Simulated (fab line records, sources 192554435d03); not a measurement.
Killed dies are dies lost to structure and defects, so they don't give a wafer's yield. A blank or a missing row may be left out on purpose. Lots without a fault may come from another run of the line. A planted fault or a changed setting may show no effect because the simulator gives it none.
Chamber matching | flow n5_finfet | N5_STI_FIN_REVEAL_ETCH_34 on rie_si-06: 4 sister chambers
The step etches Si in H2, material Si, target depth 0.97 nm. 8 wafers are shown with their chamber, then 9 later ones without.

WAFERS WITH THEIR CHAMBER
wafer  | chamber | throttle_valve_pct (%) | oes_product_au (a.u.)
L082.3 | 0       | 25.7                   | 0.986
L082.6 | 3       | 25.5                   | 1.006
L084.2 | 0       | 25.7                   | 0.986
L084.3 | 1       | 25.4                   | 1.002
L084.4 | 2       | 26.1                   | 0.993
L088.2 | 2       | 26.1                   | 1.002
L088.4 | 3       | 25.4                   | 0.997
L088.5 | 1       | 25.4                   | 0.990

WAFERS WITHOUT THEIR CHAMBER
wafer  | throttle_valve_pct (%) | oes_product_au (a.u.)
L090.3 | 25.4                   | 1.005
L090.4 | 26.1                   | 0.999
L090.6 | 25.4                   | 0.996
L092.1 | 25.7                   | 0.991
L092.3 | 25.5                   | 1.009
L092.4 | 26.1                   | 1.004
L096.1 | 26.1                   | 0.994
L096.4 | 25.7                   | 0.980
L096.5 | 25.4                   | 1.005

WHICH CHAMBER EACH WENT THROUGH
wafer  | from the rows above     | in truth
L090.3 | can't be placed: 1 or 3 | 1
L090.4 | 2                       | 2
L090.6 | can't be placed: 1 or 3 | 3
L092.1 | 0                       | 0
L092.3 | can't be placed: 3 or 1 | 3
L092.4 | 2                       | 2
L096.1 | 2                       | 2
L096.4 | 0                       | 0
L096.5 | can't be placed: 1 or 3 | 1
Placed correctly: 5 of 9. Can't be placed from these rows: 4 (the true chamber is among the candidates in 4). Placed wrongly: 0.
How it was worked out, from the rows above alone: a wafer's distance from a chamber is the root of the sum, over the readings, of the square of ((its reading less the chamber's mean) divided by the reading's scatter). The wafer belongs to the nearest chamber; if the next one is less than 2 further off, it can't be placed. A chamber's mean is the mean of its shown wafers. The scatter: the root of (the sum of the squares of (reading less its chamber's mean) over the shown wafers, divided by (wafers less chambers)).
